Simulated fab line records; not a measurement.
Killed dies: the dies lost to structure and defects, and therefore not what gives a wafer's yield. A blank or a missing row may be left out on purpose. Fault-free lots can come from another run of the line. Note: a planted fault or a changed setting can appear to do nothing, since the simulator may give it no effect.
What tool caused it?	flow nand harc	21 lots with 63 wafers sampled at 5 steps, on a route of 1302 steps

## WHAT THE GAUGES SHOWED, per wafer
NHARC_A_STAIRCASE_INSPECT_155. Usual: 376 for raw defect count, sd 85.
lot	measured	on	raw defect count	flag
L075	day 19 00:55	defect inspect-02	384 432 319	
L076	day 20 02:26	defect inspect-01	597 419 406	
L077	day 20 09:59	defect inspect-01	404 402 412	
L078	day 20 19:09	defect inspect-02	305 360 274	
L079	day 20 18:50	defect inspect-02	295 327 248	
L081	day 22 06:17	defect inspect-02	373 310 283	
L080	day 22 07:23	defect inspect-02	377 689 491	
L082	day 22 06:23	defect inspect-02	320 343 305	
L083	day 22 10:48	defect inspect-01	411 371 316	
L084	day 24 00:25	defect inspect-02	377 330 360	
L085	day 24 11:24	defect inspect-01	335 329 287	
L086	day 24 11:03	defect inspect-01	358 413 287	
L088	day 25 09:03	defect inspect-01	376 377 414	
L090	day 25 19:56	defect inspect-01	264 279 295	
L092	day 25 22:36	defect inspect-01	423 395 433	
L091	day 26 02:22	defect inspect-02	412 420 437	
L093	day 27 13:58	defect inspect-02	283 322 299	
L095	day 27 21:38	defect inspect-01	380 285 383	
L094	day 28 01:58	defect inspect-01	221 353 326	
L097	day 28 01:44	defect inspect-01	475 327 347	
L096	day 28 14:37	defect inspect-02	331 476 467	

## TOOL THAT RAN EACH LOT (tool first, then ch and the chambers of the sampled wafers, then the start)
lot	NHARC_A_STAIRCASE_ETCH_451	NHARC_A_STAIRCASE_HM_OPEN_463	NHARC_A_STAIRCASE_ETCH_453	NHARC_A_STAIRCASE_DEP_471
L075	rie diel-03 ch 0,1,3, day 19 00:19 or earlier	rie diel-05 ch 0,1,2, day 19 00:19 or earlier	rie diel-05 ch 1,2,3, day 19 00:19 or earlier	pecvd-02 ch 0,1,2, day 19 00:19
L076	rie diel-05 ch 0,3, day 20 01:52 or earlier	rie diel-07 ch 0,1, day 20 01:52 or earlier	rie diel-07 ch 2,3, day 20 01:52 or earlier	pecvd-03 ch 0,1,2, day 20 01:52
L077	rie diel-07 ch 0,3, day 20 09:22 or earlier	rie diel-05 ch 1,2, day 20 09:22 or earlier	rie diel-05 ch 0,2,3, day 20 09:22 or earlier	pecvd-04 ch 1,2, day 20 09:22
L078	rie diel-07 ch 0,1,3, day 18 17:04 or earlier	rie diel-03 ch 1,2, day 18 17:04	rie diel-03 ch 2,3, day 18 17:35	pecvd-02 ch 0,1,2, day 20 18:34
L079	rie diel-07 ch 0,1,2, day 20 18:15 or earlier	rie diel-03 ch 1,3, day 20 18:15 or earlier	rie diel-03 ch 2,3, day 20 18:15 or earlier	pecvd-02 ch 0,1,2, day 20 18:15
L081	rie diel-07 ch 2,3, day 22 05:41 or earlier	rie diel-03 ch 0,2,3, day 22 05:41 or earlier	rie diel-03 ch 2,3, day 22 05:41 or earlier	pecvd-02 ch 1,2, day 22 05:41
L080	rie diel-05 ch 0,2,3, day 22 06:47 or earlier	rie diel-07 ch 0,2,3, day 22 06:47 or earlier	rie diel-07 ch 0,3, day 22 06:47 or earlier	pecvd-03 ch 0,1, day 22 06:47
L082	rie diel-03 ch 2,3, day 22 05:47 or earlier	rie diel-07 ch 1,2,3, day 22 05:47 or earlier	rie diel-07 ch 1,2,3, day 22 05:47 or earlier	pecvd-04 ch 0,1, day 22 05:47
L083	rie diel-05 ch 0,1,3, day 22 10:12 or earlier	rie diel-07 ch 0,1,3, day 22 10:12 or earlier	rie diel-07 ch 1,2, day 22 10:12 or earlier	pecvd-04 ch 0,1,2, day 22 10:12
L084	rie diel-03 ch 0,1,2, day 23 23:53 or earlier	rie diel-07 ch 1,2,3, day 23 23:53 or earlier	rie diel-07 ch 1,2,3, day 23 23:53 or earlier	pecvd-02 ch 0,1,2, day 23 23:53
L085	rie diel-07 ch 0,2,3, day 24 10:46 or earlier	rie diel-07 ch 0,2,3, day 24 10:46 or earlier	rie diel-07 ch 0,1,3, day 24 10:46 or earlier	pecvd-03 ch 1,2, day 24 10:46
L086	rie diel-05 ch 0,2, day 24 10:25 or earlier	rie diel-03 ch 0,1, day 24 10:25 or earlier	rie diel-03 ch 0,2,3, day 24 10:25 or earlier	pecvd-04 ch 0,1,2, day 24 10:25
L088	rie diel-07 ch 2,3, day 25 08:26 or earlier	rie diel-05 ch 1,2, day 25 08:26 or earlier	rie diel-05 ch 0,3, day 25 08:26 or earlier	pecvd-03 ch 0,2, day 25 08:26
L090	rie diel-07 ch 0,2, day 25 19:22 or earlier	rie diel-03 ch 1,2,3, day 25 19:22 or earlier	rie diel-03 ch 0,1,2, day 25 19:22 or earlier	pecvd-04 ch 0,1,2, day 25 19:22
L092	rie diel-03 ch 0,2, day 25 22:02 or earlier	rie diel-05 ch 0,3, day 25 22:02 or earlier	rie diel-05 ch 1,2,3, day 25 22:02 or earlier	pecvd-04 ch 0,2, day 25 22:02
L091	rie diel-07 ch 0,2, day 26 01:45 or earlier	rie diel-03 ch 1,3, day 26 01:45 or earlier	rie diel-03 ch 1,2,3, day 26 01:45 or earlier	pecvd-04 ch 0,1,2, day 26 01:45
L093	rie diel-07 ch 2,3, day 27 13:20 or earlier	rie diel-07 ch 0,1,2, day 27 13:20 or earlier	rie diel-07 ch 2,3, day 27 13:20 or earlier	pecvd-02 ch 0,2, day 27 13:20
L095	rie diel-07 ch 1,2,3, day 27 21:01 or earlier	rie diel-07 ch 0,2,3, day 27 21:01 or earlier	rie diel-07 ch 1,2, day 27 21:01 or earlier	pecvd-02 ch 0,2, day 27 21:01
L094	rie diel-03 ch 1,3, day 28 01:20 or earlier	rie diel-03 ch 1,3, day 28 01:20 or earlier	rie diel-03 ch 1,3, day 28 01:20 or earlier	pecvd-03 ch 1,2, day 28 01:20
L097	rie diel-03 ch 1,2,3, day 28 01:07 or earlier	rie diel-07 ch 0,2,3, day 28 01:07 or earlier	rie diel-07 ch 0,2, day 28 01:07 or earlier	pecvd-03 ch 0,1,2, day 28 01:07
L096	rie diel-03 ch 1,2, day 28 14:01 or earlier	rie diel-07 ch 2,3, day 28 14:01 or earlier	rie diel-07 ch 0,1,3, day 28 14:01 or earlier	pecvd-03 ch 1,2, day 28 14:01
- NHARC_A_STAIRCASE_ETCH_451: etches the open film in CF4/O2, target depth 30 nm, overetch 3 nm, time 16.5 s.
- NHARC_A_STAIRCASE_HM_OPEN_463: chemistry O2/COS.
- NHARC_A_STAIRCASE_ETCH_453: etches the open film in CF4/O2, target depth 30 nm, overetch 3 nm, time 16.5 s.
- NHARC_A_STAIRCASE_DEP_471: deposits SiO2, target thk 100 nm.

## AS READ BY THE TOOLS THEMSELVES (means over the sampled wafers that have a number; for cases with no such wafer, the mark the record gives instead)
NHARC_A_STAIRCASE_ETCH_451. Usual: for bias w, 100.0 W with a standard deviation of 0.31; for drypump motor current A, 5.9 A with a standard deviation of 0.43; for mfc ar sccm, 0.009 sccm with a standard deviation of 0.009; for oes product au, 1.000 a.u. with a standard deviation of 0.0094; for rf vpp V, 198.3 V with a standard deviation of 1.7; for showerhead plenum p Torr, 1.36 Torr with a standard deviation of 0.073; for throttle valve pct, 13.399 % with a standard deviation of 0.0094.
lot	tool	bias w (W)	drypump motor current A (A)	mfc ar sccm (sccm)	oes product au (a.u.)	rf vpp V (V)	showerhead plenum p Torr (Torr)	throttle valve pct (%)	flag
L075	rie diel-03	100.1	6.1	0.003	1.004	197.7	1.31	13.394	
L076	rie diel-05	100.4	5.1	0.011	1.010	197.8	1.36	13.392	
L077	rie diel-07	99.8	6.0	0.018	1.001	198.3	1.39	13.396	
L078	rie diel-07	100.2	5.9	0.016	1.002	200.2	1.40	13.396	
L079	rie diel-07	100.1	5.8	0.009	1.003	198.2	1.36	13.399	
L081	rie diel-07	99.8	5.8	0.007	0.991	196.3	1.29	13.399	
L080	rie diel-05	100.0	5.4	0.011	0.992	198.4	1.38	13.397	
L082	rie diel-03	100.2	6.2	0.009	1.005	198.5	1.43	13.398	
L083	rie diel-05	100.0	5.1	0.013	0.996	197.8	1.33	13.408	
L084	rie diel-03	100.0	5.9	0.007	1.001	198.3	1.37	13.403	
L085	rie diel-07	99.6	5.9	0.012	0.999	197.7	1.33	13.407	
L086	rie diel-05	100.2	5.2	0.021	0.999	197.8	1.38	13.400	
L088	rie diel-07	100.2	6.0	0.013	1.005	197.6	1.33	13.392	
L090	rie diel-07	99.9	5.8	0.011	0.998	197.9	1.33	13.401	
L092	rie diel-03	99.9	5.8	0.005	1.005	197.8	1.30	13.407	
L091	rie diel-07	99.8	5.8	0.006	0.994	197.5	1.29	13.403	
L093	rie diel-07	100.3	5.8	0.007	0.997	196.5	1.28	13.403	
L095	rie diel-07	100.1	5.9	0.010	0.999	196.8	1.34	13.402	
L094	rie diel-03	100.0	6.4	0.003	0.995	199.7	1.43	13.403	
L097	rie diel-03	100.2	6.3	0.007	1.004	199.6	1.43	13.396	
L096	rie diel-03	100.0	6.1	0.012	1.012	199.2	1.42	13.402	

NHARC_A_STAIRCASE_HM_OPEN_463. Usual: for bias w, 299.9 W with a standard deviation of 0.76; for drypump motor current A, 5.9 A with a standard deviation of 0.43; for mfc ar sccm, 0.009 sccm with a standard deviation of 0.009; for oes product au, 0.999 a.u. with a standard deviation of 0.0087; for rf vpp V, 468 V with a standard deviation of 3.7; for showerhead plenum p Torr, 3.17 Torr with a standard deviation of 0.17; for throttle valve pct, 28.330 % with a standard deviation of 0.01.
lot	tool	bias w (W)	drypump motor current A (A)	mfc ar sccm (sccm)	oes product au (a.u.)	rf vpp V (V)	showerhead plenum p Torr (Torr)	throttle valve pct (%)	flag
L075	rie diel-05	300.0	5.5	0.013	0.990	468	3.18	28.322	
L076	rie diel-07	298.8	5.8	0.012	0.994	471	3.31	28.331	
L077	rie diel-05	300.7	6.0	0.002	0.985	469	3.22	28.326	
L078	rie diel-03	299.5	6.1	0.012	1.001	469	3.19	28.336	
L079	rie diel-03	300.1	6.3	0.005	0.995	465	3.05	28.335	
L081	rie diel-03	300.2	6.1	0.005	0.999	469	3.20	28.330	
L080	rie diel-07	299.8	5.9	0.012	1.004	467	3.12	28.329	
L082	rie diel-07	300.2	5.9	0.010	0.993	468	3.16	28.321	
L083	rie diel-07	299.7	5.9	0.016	0.997	471	3.26	28.325	
L084	rie diel-07	300.3	5.9	0.010	1.001	468	3.15	28.334	
L085	rie diel-07	300.0	5.9	0.012	1.004	467	3.11	28.340	
L086	rie diel-03	300.1	5.8	0.003	1.003	466	3.06	28.326	
L088	rie diel-05	299.3	5.7	0.004	1.003	466	3.08	28.334	
L090	rie diel-03	299.2	6.3	0.007	1.008	472	3.33	28.335	
L092	rie diel-05	299.3	4.9	0.021	1.011	468	3.16	28.331	
L091	rie diel-03	300.1	6.5	0.003	1.012	472	3.34	28.334	
L093	rie diel-07	299.2	5.8	0.009	0.997	467	3.14	28.343	
L095	rie diel-07	299.7	5.9	0.012	0.996	466	3.10	28.318	
L094	rie diel-03	300.5	6.5	0.003	0.998	471	3.33	28.328	
L097	rie diel-07	300.5	5.9	0.012	0.993	467	3.10	28.325	
L096	rie diel-07	300.7	6.0	0.013	0.997	466	3.09	28.330	

NHARC_A_STAIRCASE_ETCH_453. Usual: for bias w, 100.01 W with a standard deviation of 0.28; for drypump motor current A, 5.9 A with a standard deviation of 0.45; for mfc ar sccm, 0.010 sccm with a standard deviation of 0.0092; for oes product au, 0.999 a.u. with a standard deviation of 0.0092; for rf vpp V, 198.3 V with a standard deviation of 1.8; for showerhead plenum p Torr, 1.36 Torr with a standard deviation of 0.073; for throttle valve pct, 13.397 % with a standard deviation of 0.0087.
lot	tool	bias w (W)	drypump motor current A (A)	mfc ar sccm (sccm)	oes product au (a.u.)	rf vpp V (V)	showerhead plenum p Torr (Torr)	throttle valve pct (%)	flag
L075	rie diel-05	100.22	5.7	0.002	0.996	198.3	1.35	13.390	
L076	rie diel-07	100.10	5.9	0.007	0.992	197.4	1.29	13.391	
L077	rie diel-05	100.02	5.4	0.011	0.997	198.8	1.38	13.391	
L078	rie diel-03	100.13	6.2	0.009	1.001	199.4	1.43	13.409	
L079	rie diel-03	100.13	6.2	0.009	1.004	199.7	1.43	13.394	
L081	rie diel-03	99.72	6.3	0.009	1.010	200.1	1.43	13.387	
L080	rie diel-07	99.96	6.1	0.019	0.994	198.5	1.37	13.393	
L082	rie diel-07	100.00	5.9	0.010	0.993	197.8	1.35	13.399	
L083	rie diel-07	99.90	5.8	0.003	1.001	196.5	1.30	13.398	
L084	rie diel-07	99.99	5.9	0.010	0.989	198.7	1.35	13.405	
L085	rie diel-07	100.32	6.0	0.016	1.004	198.7	1.39	13.407	
L086	rie diel-03	99.87	6.1	0.005	1.017	197.9	1.36	13.395	
L088	rie diel-05	99.98	4.9	0.021	0.991	198.0	1.35	13.406	
L090	rie diel-03	99.80	5.9	0.007	1.004	197.8	1.37	13.392	
L092	rie diel-05	100.03	5.7	0.002	0.998	197.2	1.34	13.402	
L091	rie diel-03	100.20	6.3	0.007	1.004	199.3	1.43	13.393	
L093	rie diel-07	100.43	6.0	0.013	0.997	197.9	1.32	13.385	
L095	rie diel-07	99.78	5.8	0.007	0.995	198.7	1.36	13.395	
L094	rie diel-03	100.01	6.4	0.003	0.992	200.3	1.42	13.400	
L097	rie diel-07	100.12	5.8	0.011	1.004	197.7	1.32	13.391	
L096	rie diel-07	99.98	5.9	0.016	0.997	199.1	1.38	13.394	

NHARC_A_STAIRCASE_DEP_471. Usual: heater power w 563 W, standard deviation 88; throttle valve pct 15.9 %, standard deviation 0.5.
lot	tool	heater power w (W)	throttle valve pct (%)	flag
L075	pecvd-02	630	15.8	
L076	pecvd-03	558	15.9	
L077	pecvd-04	517	16.1	
L078	pecvd-02	638	15.8	
L079	pecvd-02	586	15.9	
L081	pecvd-02	567	15.6	
L080	pecvd-03	556	16.6	
L082	pecvd-04	574	15.8	
L083	pecvd-04	526	15.9	
L084	pecvd-02	579	16.1	
L085	pecvd-03	456	15.5	
L086	pecvd-04	566	15.9	
L088	pecvd-03	601	15.5	
L090	pecvd-04	572	16.2	
L092	pecvd-04	539	15.9	
L091	pecvd-04	555	16.2	
L093	pecvd-02	643	16.0	
L095	pecvd-02	564	16.1	
L094	pecvd-03	430	15.7	
L097	pecvd-03	521	15.8	
L096	pecvd-03	457	15.8	

## THE ANSWER, worked out from the rows above alone
Rule: take the mean of a lot's wafers that have a number; if it is more than 3 standard deviations from the usual mean, the lot is off. Also off: a lot with no number at a reading for which 4 or more lots have one. The other lots that the step has rows for count as sound. After the gauges, taken in route order, come the tools' own readings; for these a lot's mean is taken, as printed above. The first step at which some lot is off is used, and at that step the reading that is off furthest; a lot without a number counts as furthest.
None of the lots is off at any reading shown; this tells nothing.

## WHAT WAS PUT IN BY THE SIMULATOR
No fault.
